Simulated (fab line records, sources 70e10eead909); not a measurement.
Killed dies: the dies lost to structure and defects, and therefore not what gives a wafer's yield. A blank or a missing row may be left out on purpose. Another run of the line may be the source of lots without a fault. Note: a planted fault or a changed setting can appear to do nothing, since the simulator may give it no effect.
Which tool is to blame? || flow nand harc || 11 lots, 32 wafers sampled, at 5 steps of a route of 1159

== WHAT THE GAUGES READ, wafer by wafer ==
NHARC_A_CONTACT_CD_MEAS_53. Usual: cd nm reads 189.5 nm (standard deviation 0.82).
{"lot": "L280", "measured": "day 16 15:28", "on": "cd sem-03", "cd nm (nm)": "188.6 189.0 188.6", "flag": ""}
{"lot": "L278", "measured": "day 16 17:16", "on": "cd sem-02", "cd nm (nm)": "189.6 189.7 189.9", "flag": ""}
{"lot": "L279", "measured": "day 16 21:15", "on": "cd sem-01", "cd nm (nm)": "188.3 188.1 188.8", "flag": ""}
{"lot": "L282", "measured": "day 17 05:00", "on": "cd sem-01", "cd nm (nm)": "189.0 189.1 190.2", "flag": ""}
{"lot": "L283", "measured": "day 17 08:05", "on": "cd sem-01", "cd nm (nm)": "189.8 189.7 190.0", "flag": ""}
{"lot": "L281", "measured": "day 17 09:41", "on": "cd sem-01", "cd nm (nm)": "187.1 188.0 188.1", "flag": ""}
{"lot": "L284", "measured": "day 18 12:33", "on": "cd sem-03", "cd nm (nm)": "188.7 189.8 189.3", "flag": ""}
{"lot": "L286", "measured": "day 18 14:01", "on": "cd sem-03", "cd nm (nm)": "189.5 190.6 190.2", "flag": ""}
{"lot": "L285", "measured": "day 19 01:48", "on": "cd sem-02", "cd nm (nm)": "189.9 189.0 189.8", "flag": ""}
{"lot": "L290", "measured": "day 19 17:49", "on": "cd sem-03", "cd nm (nm)": "190.3 189.5", "flag": ""}
{"lot": "L300", "measured": "day 22 13:19", "on": "cd sem-02", "cd nm (nm)": "191.0 189.5 190.8", "flag": ""}

NHARC_END_SORT_01. Usual: killed at array 27, standard deviation 12; killed at other 0.9, standard deviation 1.1; killed at periphery 3.2, standard deviation 2.4; killed dies 31, standard deviation 12; killed open 3.3, standard deviation 1.7; killed short 2.0, standard deviation 1.6.
{"lot": "L285", "measured": "day 24 14:04", "on": "prober-01", "killed at array": "440 30 434", "killed at other": "2 0 0", "killed at periphery": "3 7 1", "killed dies": "445 37 435", "killed open": "1 4 7", "killed short": "1 0 0", "flag": "OFF"}
{"lot": "L290", "measured": "day 25 11:40", "on": "prober-02", "killed at array": "21 473", "killed at other": "0 2", "killed at periphery": "5 3", "killed dies": "26 478", "killed open": "6 5", "killed short": "2 2", "flag": "OFF"}

== EACH LOT AND THE TOOL THAT RAN IT (in order: tool; ch and the chambers of the sampled wafers; start) ==
{"lot": "L280", "NHARC_A_CONTACT_ETCH_113": "har cap etch-03 ch 0,1, day 16 13:14", "NHARC_A_CONTACT_ETCH_90": "rie diel-13 ch 0,1, day 16 15:16", "NHARC_A_CONTACT_ETCH_96": "rie diel-13 ch 0,3, day 16 15:23"}
{"lot": "L278", "NHARC_A_CONTACT_ETCH_113": "har cap etch-02 ch 0, day 16 15:08", "NHARC_A_CONTACT_ETCH_90": "rie diel-13 ch 1,3, day 16 17:03", "NHARC_A_CONTACT_ETCH_96": "rie diel-13 ch 0,2, day 16 17:12"}
{"lot": "L279", "NHARC_A_CONTACT_ETCH_113": "har cap etch-03 ch 0,1, day 16 19:23", "NHARC_A_CONTACT_ETCH_90": "rie diel-13 ch 0,1,2, day 16 21:02", "NHARC_A_CONTACT_ETCH_96": "rie diel-13 ch 1,2,3, day 16 21:10"}
{"lot": "L282", "NHARC_A_CONTACT_ETCH_113": "har cap etch-03 ch 0, day 17 03:18", "NHARC_A_CONTACT_ETCH_90": "rie diel-13 ch 0,1,2, day 17 04:49", "NHARC_A_CONTACT_ETCH_96": "rie diel-13 ch 0,1,2, day 17 04:56"}
{"lot": "L283", "NHARC_A_CONTACT_ETCH_113": "har cap etch-02 ch 0,1, day 17 06:20", "NHARC_A_CONTACT_ETCH_90": "rie diel-07 ch 0,2, day 17 07:50", "NHARC_A_CONTACT_ETCH_96": "rie diel-07 ch 0,2, day 17 08:01"}
{"lot": "L281", "NHARC_A_CONTACT_ETCH_113": "har cap etch-03 ch 0,1, day 17 07:59", "NHARC_A_CONTACT_ETCH_90": "rie diel-13 ch 0,1,3, day 17 09:29", "NHARC_A_CONTACT_ETCH_96": "rie diel-13 ch 1,2,3, day 17 09:36"}
{"lot": "L284", "NHARC_A_CONTACT_ETCH_113": "har cap etch-03 ch 0,1, day 18 10:50", "NHARC_A_CONTACT_ETCH_90": "rie diel-11 ch 0,3, day 18 12:20", "NHARC_A_CONTACT_ETCH_96": "rie diel-11 ch 0,1,3, day 18 12:28"}
{"lot": "L286", "NHARC_A_CONTACT_ETCH_113": "har cap etch-02 ch 0,1, day 18 12:19", "NHARC_A_CONTACT_ETCH_90": "rie diel-13 ch 0,2,3, day 18 13:50", "NHARC_A_CONTACT_ETCH_96": "rie diel-13 ch 1,2,3, day 18 13:56"}
{"lot": "L285", "NHARC_A_CONTACT_ETCH_113": "har cap etch-03 ch 0,1, day 19 00:07", "NHARC_A_CONTACT_ETCH_90": "rie diel-13 ch 0,1, day 19 01:35", "NHARC_A_CONTACT_ETCH_96": "rie diel-13 ch 2,3, day 19 01:43"}
{"lot": "L290", "NHARC_A_CONTACT_ETCH_113": "har cap etch-02 ch 0, day 19 16:06", "NHARC_A_CONTACT_ETCH_90": "rie diel-13 ch 0,1, day 19 17:37", "NHARC_A_CONTACT_ETCH_96": "rie diel-13 ch 0,1, day 19 17:44"}
{"lot": "L300", "NHARC_A_CONTACT_ETCH_113": "har cap etch-01 ch 0,1, day 22 11:07", "NHARC_A_CONTACT_ETCH_90": "rie diel-07 ch 0,2,3, day 22 13:02", "NHARC_A_CONTACT_ETCH_96": "rie diel-07 ch 1,2,3, day 22 13:14"}
- NHARC_A_CONTACT_ETCH_113: etches the open film in C4F8/O2/Ar, time 94 s, target depth 922 nm.
- NHARC_A_CONTACT_ETCH_90: etches the open film in CH3F/O2, target depth 40 nm, time 85.7 s.
- NHARC_A_CONTACT_ETCH_96: etches the open film in C4F6/O2, target depth 20 nm, time 10 s.

== AS READ BY THE TOOLS THEMSELVES (means over the sampled wafers that have a number; for cases with no such wafer, the mark the record gives instead) ==
NHARC_A_CONTACT_ETCH_90. Usual: ch3f flow sccm 50.00 sccm, standard deviation 0.15; drypump motor current A 5.7 A, standard deviation 0.5; oes product au 0.96 a.u., standard deviation 0.038; rf fwd power W 496.3 W, standard deviation 1.5; rf vpp V 244.5 V, standard deviation 1.5; run length s 106.5 s, standard deviation 0.35; showerhead plenum p Torr 2.47 Torr, standard deviation 0.09; throttle valve pct 20.663 %, standard deviation 0.0091.
{"lot": "L280", "tool": "rie diel-13", "ch3f flow sccm (sccm)": 50.12, "drypump motor current A (A)": 5.3, "oes product au (a.u.)": 0.93, "rf fwd power W (W)": 494.4, "rf vpp V (V)": 244.8, "run length s (s)": 106.4, "showerhead plenum p Torr (Torr)": 2.49, "throttle valve pct (%)": 20.662, "flag": ""}
{"lot": "L278", "tool": "rie diel-13", "ch3f flow sccm (sccm)": 50.00, "drypump motor current A (A)": 5.9, "oes product au (a.u.)": 1.00, "rf fwd power W (W)": 495.4, "rf vpp V (V)": 244.8, "run length s (s)": 106.5, "showerhead plenum p Torr (Torr)": 2.53, "throttle valve pct (%)": 20.666, "flag": ""}
{"lot": "L279", "tool": "rie diel-13", "ch3f flow sccm (sccm)": 50.03, "drypump motor current A (A)": 5.6, "oes product au (a.u.)": 1.01, "rf fwd power W (W)": 495.9, "rf vpp V (V)": 243.3, "run length s (s)": 106.5, "showerhead plenum p Torr (Torr)": 2.43, "throttle valve pct (%)": 20.665, "flag": ""}
{"lot": "L282", "tool": "rie diel-13", "ch3f flow sccm (sccm)": 50.11, "drypump motor current A (A)": 5.6, "oes product au (a.u.)": 0.93, "rf fwd power W (W)": 494.8, "rf vpp V (V)": 243.8, "run length s (s)": 106.7, "showerhead plenum p Torr (Torr)": 2.43, "throttle valve pct (%)": 20.664, "flag": ""}
{"lot": "L283", "tool": "rie diel-07", "ch3f flow sccm (sccm)": 49.96, "drypump motor current A (A)": 6.4, "oes product au (a.u.)": 0.93, "rf fwd power W (W)": 497.1, "rf vpp V (V)": 243.8, "run length s (s)": 106.5, "showerhead plenum p Torr (Torr)": 2.43, "throttle valve pct (%)": 20.659, "flag": ""}
{"lot": "L281", "tool": "rie diel-13", "ch3f flow sccm (sccm)": 49.90, "drypump motor current A (A)": 5.7, "oes product au (a.u.)": 1.00, "rf fwd power W (W)": 496.5, "rf vpp V (V)": 244.8, "run length s (s)": 106.5, "showerhead plenum p Torr (Torr)": 2.50, "throttle valve pct (%)": 20.665, "flag": ""}
{"lot": "L284", "tool": "rie diel-11", "ch3f flow sccm (sccm)": 50.22, "drypump motor current A (A)": 6.3, "oes product au (a.u.)": 1.01, "rf fwd power W (W)": 495.3, "rf vpp V (V)": 244.9, "run length s (s)": 106.6, "showerhead plenum p Torr (Torr)": 2.49, "throttle valve pct (%)": 20.664, "flag": ""}
{"lot": "L286", "tool": "rie diel-13", "ch3f flow sccm (sccm)": 49.97, "drypump motor current A (A)": 6.0, "oes product au (a.u.)": 0.93, "rf fwd power W (W)": 496.9, "rf vpp V (V)": 244.6, "run length s (s)": 106.6, "showerhead plenum p Torr (Torr)": 2.44, "throttle valve pct (%)": 20.655, "flag": ""}
{"lot": "L285", "tool": "rie diel-13", "ch3f flow sccm (sccm)": 49.92, "drypump motor current A (A)": 5.3, "oes product au (a.u.)": 1.00, "rf fwd power W (W)": 495.7, "rf vpp V (V)": 244.7, "run length s (s)": 106.5, "showerhead plenum p Torr (Torr)": 2.48, "throttle valve pct (%)": 20.662, "flag": ""}
{"lot": "L290", "tool": "rie diel-13", "ch3f flow sccm (sccm)": 49.99, "drypump motor current A (A)": 5.4, "oes product au (a.u.)": 0.94, "rf fwd power W (W)": 497.3, "rf vpp V (V)": 244.7, "run length s (s)": 106.3, "showerhead plenum p Torr (Torr)": 2.47, "throttle valve pct (%)": 20.663, "flag": ""}
{"lot": "L300", "tool": "rie diel-07", "ch3f flow sccm (sccm)": 50.02, "drypump motor current A (A)": 6.1, "oes product au (a.u.)": 0.93, "rf fwd power W (W)": 497.0, "rf vpp V (V)": 244.2, "run length s (s)": 106.3, "showerhead plenum p Torr (Torr)": 2.50, "throttle valve pct (%)": 20.665, "flag": ""}

NHARC_A_CONTACT_ETCH_96. Usual: value, then standard deviation, for each; drypump motor current A 5.8 A / 0.5; oes product au 0.975 a.u. / 0.028; rf fwd power W 585.6 W / 2; rf vpp V 546.9 V / 2.9; run length s 30.8 s / 0.31; showerhead plenum p Torr 3.93 Torr / 0.14; throttle valve pct 26.904 % / 0.0092.
{"lot": "L280", "tool": "rie diel-13", "drypump motor current A (A)": 5.8, "oes product au (a.u.)": 0.951, "rf fwd power W (W)": 584.8, "rf vpp V (V)": 547.8, "run length s (s)": 30.6, "showerhead plenum p Torr (Torr)": 3.97, "throttle valve pct (%)": 26.910, "flag": ""}
{"lot": "L278", "tool": "rie diel-13", "drypump motor current A (A)": 5.9, "oes product au (a.u.)": 1.023, "rf fwd power W (W)": 585.7, "rf vpp V (V)": 544.5, "run length s (s)": 30.7, "showerhead plenum p Torr (Torr)": 3.80, "throttle valve pct (%)": 26.905, "flag": ""}
{"lot": "L279", "tool": "rie diel-13", "drypump motor current A (A)": 5.8, "oes product au (a.u.)": 1.016, "rf fwd power W (W)": 586.0, "rf vpp V (V)": 547.2, "run length s (s)": 30.8, "showerhead plenum p Torr (Torr)": 3.93, "throttle valve pct (%)": 26.909, "flag": ""}
{"lot": "L282", "tool": "rie diel-13", "drypump motor current A (A)": 5.6, "oes product au (a.u.)": 0.956, "rf fwd power W (W)": 584.9, "rf vpp V (V)": 545.9, "run length s (s)": 30.8, "showerhead plenum p Torr (Torr)": 3.88, "throttle valve pct (%)": 26.899, "flag": ""}
{"lot": "L283", "tool": "rie diel-07", "drypump motor current A (A)": 6.2, "oes product au (a.u.)": 0.962, "rf fwd power W (W)": 585.7, "rf vpp V (V)": 547.9, "run length s (s)": 30.6, "showerhead plenum p Torr (Torr)": 3.97, "throttle valve pct (%)": 26.904, "flag": ""}
{"lot": "L281", "tool": "rie diel-13", "drypump motor current A (A)": 5.8, "oes product au (a.u.)": 1.015, "rf fwd power W (W)": 585.9, "rf vpp V (V)": 546.4, "run length s (s)": 31.0, "showerhead plenum p Torr (Torr)": 3.93, "throttle valve pct (%)": 26.905, "flag": ""}
{"lot": "L284", "tool": "rie diel-11", "drypump motor current A (A)": 6.0, "oes product au (a.u.)": 1.001, "rf fwd power W (W)": 583.5, "rf vpp V (V)": 547.8, "run length s (s)": 30.7, "showerhead plenum p Torr (Torr)": 4.00, "throttle valve pct (%)": 26.906, "flag": ""}
{"lot": "L286", "tool": "rie diel-13", "drypump motor current A (A)": 5.8, "oes product au (a.u.)": 0.955, "rf fwd power W (W)": 584.9, "rf vpp V (V)": 546.7, "run length s (s)": 30.9, "showerhead plenum p Torr (Torr)": 3.92, "throttle valve pct (%)": 26.906, "flag": ""}
{"lot": "L285", "tool": "rie diel-13", "drypump motor current A (A)": 6.1, "oes product au (a.u.)": 1.000, "rf fwd power W (W)": 585.8, "rf vpp V (V)": 545.4, "run length s (s)": 28.5, "showerhead plenum p Torr (Torr)": 3.84, "throttle valve pct (%)": 26.911, "flag": "OFF"}
{"lot": "L290", "tool": "rie diel-13", "drypump motor current A (A)": 5.4, "oes product au (a.u.)": 0.952, "rf fwd power W (W)": 586.1, "rf vpp V (V)": 547.1, "run length s (s)": 28.9, "showerhead plenum p Torr (Torr)": 3.95, "throttle valve pct (%)": 26.907, "flag": "OFF"}
{"lot": "L300", "tool": "rie diel-07", "drypump motor current A (A)": 5.5, "oes product au (a.u.)": 0.956, "rf fwd power W (W)": 587.2, "rf vpp V (V)": 547.1, "run length s (s)": 30.8, "showerhead plenum p Torr (Torr)": 3.99, "throttle valve pct (%)": 26.897, "flag": ""}

== THE ANSWER, worked out from the rows above alone ==
Rule: a lot is off if the mean of its wafers that have a number lies more than 3 standard deviations from the usual mean. Also off: a lot with no number at a reading for which 4 or more lots have one. All remaining lots with rows at the step are treated as sound. Order of review: gauges by route order, followed by the tools' own readings, for which a lot's mean as printed above is used. At the first step where some lot is off, the reading lying furthest off is the one used; lots without a number count as furthest.
Off: L285, L290, at NHARC_END_SORT_01 (killed dies). Neither off nor sound, because the step has no rows for them: L280, L278, L279, L282, L283, L281, L284, L286, L300.
A tool fits if, at a process step before that reading, it ran every lot that is off, and no sound lot after the first of them. Not tried: the gauges at NHARC_END_SORT_01; whatever is off there is also off at NHARC_A_CONTACT_ETCH_96, on other tools, and gauge error can't account for it. One fits: rie diel-13 at NHARC_A_CONTACT_ETCH_90 and NHARC_A_CONTACT_ETCH_96. It ran no sound lot before its first lot that is off in this sample, so the start can't be narrowed down.

== WHAT WAS PUT IN BY THE SIMULATOR ==
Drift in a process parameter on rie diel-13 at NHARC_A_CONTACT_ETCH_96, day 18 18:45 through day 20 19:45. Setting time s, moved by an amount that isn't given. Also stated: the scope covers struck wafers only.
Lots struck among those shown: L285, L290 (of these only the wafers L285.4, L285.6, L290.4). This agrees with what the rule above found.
